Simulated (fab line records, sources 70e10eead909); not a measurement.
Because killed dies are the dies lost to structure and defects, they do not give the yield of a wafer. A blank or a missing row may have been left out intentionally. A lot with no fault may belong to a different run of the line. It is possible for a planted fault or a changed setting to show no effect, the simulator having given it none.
The tool behind it: which one? -- flow nand harc -- 72 wafers from 24 lots sampled at 3 of the route's 1159 steps

== WHAT THE GAUGES READ, wafer by wafer ==
NHARC_A_M0_OVL_MEAS_10: pitch 160 nm.
lot,measured,on,overlay x nm (nm),overlay y nm (nm)
L075,day 17 11:16,overlay-02,-0.4 0.2 -0.2,0.8 0.3 0.3
L074,day 17 20:11,overlay-01,1.2 0.8 1.1,0.2 0.3 0.6
L077,day 18 04:50,overlay-01,-0.6 0.1 0.2,1.3 0.5 0.6
L076,day 18 10:26,overlay-01,-0.8 0.2 -0.1,-0.4 -0.6 -0.5
L078,day 18 13:56,overlay-01,2.0 1.8 1.7,-1.1 -0.5 -0.9
L080,day 18 18:31,overlay-01,0.9 0.2 0.5,1.1 1.4 1.0
L079,day 18 18:47,overlay-02,-0.2 -0.1 -0.3,1.3 0.9 1.1
L083,day 19 05:55,overlay-02,-0.3 -0.6 -0.6,-0.4 -0.8 -0.7
L082,day 19 12:01,overlay-02,1.1 0.7 0.3,0.8 1.0 0.7
L081,day 19 18:20,overlay-01,-0.1 -0.3 -0.5,-0.8 -2.0 -1.2
L085,day 19 19:59,overlay-01,-0.7 -0.5 -0.4,0.3 0.2 0.3
L084,day 19 22:03,overlay-01,0.0 0.0 0.3,1.7 1.0 0.9
L088,day 20 05:40,overlay-01,0.2 -0.5 -0.1,0.3 0.6 -0.4
L087,day 20 09:56,overlay-02,-1.2 -0.8 -1.5,0.5 0.6 0.6
L090,day 20 22:46,overlay-02,-0.5 -0.1 -1.2,-0.5 -0.5 0.0
L086,day 21 00:19,overlay-02,0.9 0.6 0.3,-0.8 -0.8 -0.5
L089,day 21 02:06,overlay-01,0.6 1.0 1.5,1.4 1.6 1.7
L091,day 22 00:27,overlay-01,-0.5 -0.3 -0.6,0.5 0.3 0.3
L092,day 22 01:28,overlay-02,-0.4 0.0 -0.1,1.1 1.0 0.9
L093,day 22 01:56,overlay-02,0.1 1.0 0.6,0.8 0.5 0.4
L096,day 23 02:09,overlay-01,2.0 1.7 1.5,-0.3 -0.1 0.6
L094,day 23 06:48,overlay-02,0.7 1.1 0.9,0.9 0.8 0.8
L095,day 23 07:23,overlay-02,0.4 0.4 0.5,0.2 0.6 0.8
L097,day 23 13:58,overlay-02,-0.6 0.4 0.6,0.1 0.3 -0.1

NHARC_A_M1_OVL_MEAS_10: pitch 240 nm.
lot,measured,on,overlay x nm (nm),overlay y nm (nm)
L075,day 17 15:23,overlay-01,0.4 0.2 0.5,0.4 0.3 -0.1
L074,day 18 00:35,overlay-02,-0.1 0.0 -0.2,-0.2 -0.6 -0.1
L077,day 18 08:46,overlay-01,0.3 0.0 0.0,-0.9 -1.0 -1.5
L076,day 18 14:49,overlay-01,-0.2 -0.5 -0.9,1.3 1.5 1.6
L078,day 18 17:59,overlay-02,0.0 -0.5 0.1,-0.5 -0.6 -0.9
L080,day 18 22:43,overlay-02,0.5 0.1 0.3,0.7 1.1 0.5
L079,day 18 22:58,overlay-02,0.1 1.2 0.6,-0.8 -0.8 -0.7
L083,day 19 10:07,overlay-01,-0.7 -0.2 -0.3,-0.9 -0.7 -0.5
L082,day 19 16:04,overlay-01,0.3 0.2 -0.4,-0.2 0.0 0.0
L081,day 19 22:35,overlay-02,0.3 0.4 0.3,-1.3 -1.9 -1.2
L085,day 20 00:05,overlay-01,-0.1 -0.2 0.0,-0.2 -0.2 0.4
L084,day 20 02:23,overlay-02,0.1 0.0 0.0,-0.9 -1.0 -0.8
L088,day 20 09:47,overlay-02,-0.4 -0.3 0.3,0.6 0.8 0.8
L087,day 20 14:03,overlay-02,0.1 -0.3 0.2,-0.4 -1.2 -1.0
L090,day 21 02:52,overlay-02,0.4 0.7 0.3,-1.9 -2.1 -1.6
L086,day 21 04:24,overlay-02,-0.8 -0.7 -0.5,-0.1 0.0 0.2
L089,day 21 06:19,overlay-02,-0.8 -1.2 -0.7,-0.7 -0.8 -1.2
L091,day 22 04:31,overlay-02,0.5 0.6 0.7,0.5 1.0 0.6
L092,day 22 05:36,overlay-01,-0.8 -1.0 -1.0,-0.5 0.1 0.4
L093,day 22 06:19,overlay-01,-0.9 -0.9 -0.9,-1.2 -0.8 -1.5
L096,day 23 06:17,overlay-02,0.5 0.7 0.3,-0.4 -0.4 -0.5
L094,day 23 11:02,overlay-01,-0.4 -0.8 -0.4,-0.8 -1.2 -1.3
L095,day 23 11:29,overlay-02,1.2 0.8 1.3,-0.7 -0.7 0.0
L097,day 23 18:18,overlay-02,0.1 0.5 -0.4,0.4 0.4 0.2

== WHAT TOOL EACH LOT RAN ON (gives the tool, then ch and the chambers of the sampled wafers, and finally the start) ==
lot,NHARC_A_M0_PRE_CLEAN_29
L075,"pvd sputter-03, day 17 15:23 or earlier"
L074,"pvd sputter-01, day 18 00:35 or earlier"
L077,"pvd sputter-02, day 18 08:46 or earlier"
L076,"pvd sputter-01, day 18 14:49 or earlier"
L078,"pvd sputter-01, day 18 17:59 or earlier"
L080,"pvd sputter-03, day 18 22:43 or earlier"
L079,"pvd sputter-01, day 18 22:58 or earlier"
L083,"pvd sputter-01, day 19 10:07 or earlier"
L082,"pvd sputter-03, day 19 16:04 or earlier"
L081,"pvd sputter-02, day 19 22:35 or earlier"
L085,"pvd sputter-03, day 20 00:05 or earlier"
L084,"pvd sputter-02, day 20 02:23 or earlier"
L088,"pvd sputter-02, day 20 09:47 or earlier"
L087,"pvd sputter-02, day 20 14:03 or earlier"
L090,"pvd sputter-02, day 21 02:52 or earlier"
L086,"pvd sputter-01, day 21 04:24 or earlier"
L089,"pvd sputter-02, day 21 06:19 or earlier"
L091,"pvd sputter-01, day 22 04:31 or earlier"
L092,"pvd sputter-02, day 22 05:36 or earlier"
L093,"pvd sputter-03, day 22 06:19 or earlier"
L096,"pvd sputter-02, day 23 06:17 or earlier"
L094,"pvd sputter-02, day 23 11:02 or earlier"
L095,"pvd sputter-01, day 23 11:29 or earlier"
L097,"pvd sputter-03, day 23 18:18 or earlier"
- NHARC_A_M0_PRE_CLEAN_29: time 30 s.

== WHAT THE TOOLS THEMSELVES READ (means of the sampled wafers that have a number; where no wafer has one, the mark that the record gives instead) ==
NHARC_A_M0_PRE_CLEAN_29.
lot,tool,heater power w (W)
L075,pvd sputter-03,411
L074,pvd sputter-01,406
L077,pvd sputter-02,390
L076,pvd sputter-01,390
L078,pvd sputter-01,390
L080,pvd sputter-03,348
L079,pvd sputter-01,390
L083,pvd sputter-01,404
L082,pvd sputter-03,367
L081,pvd sputter-02,387
L085,pvd sputter-03,383
L084,pvd sputter-02,382
L088,pvd sputter-02,395
L087,pvd sputter-02,386
L090,pvd sputter-02,397
L086,pvd sputter-01,396
L089,pvd sputter-02,398
L091,pvd sputter-01,388
L092,pvd sputter-02,390
L093,pvd sputter-03,385
L096,pvd sputter-02,391
L094,pvd sputter-02,397
L095,pvd sputter-01,381
L097,pvd sputter-03,391

== THE ANSWER, worked out from the rows above alone ==
Rule: what is usual is taken from the lots themselves. Put in order of their means at a reading, lots are off if they are a third of the lots or fewer, leave a main group of 4 or more, and stand apart from it by a gap of 3 or more times the standard deviation of the main group's means; of several such gaps the widest counts. A main group is skipped when, at the precision printed for the reading in the tables above, its means are all equal. A lot without any number at a reading at which 4 lots or more have one is off too. The other lots that the step has rows for count as sound. After the gauges, taken in route order, come the tools' own readings; for these a lot's mean is taken, as printed above. The first step at which some lot is off is used, and at that step the reading that is off furthest; a lot without a number counts as furthest.
Nothing can be told from this: no lot is off at any reading shown.

== WHAT WAS PUT IN BY THE SIMULATOR ==
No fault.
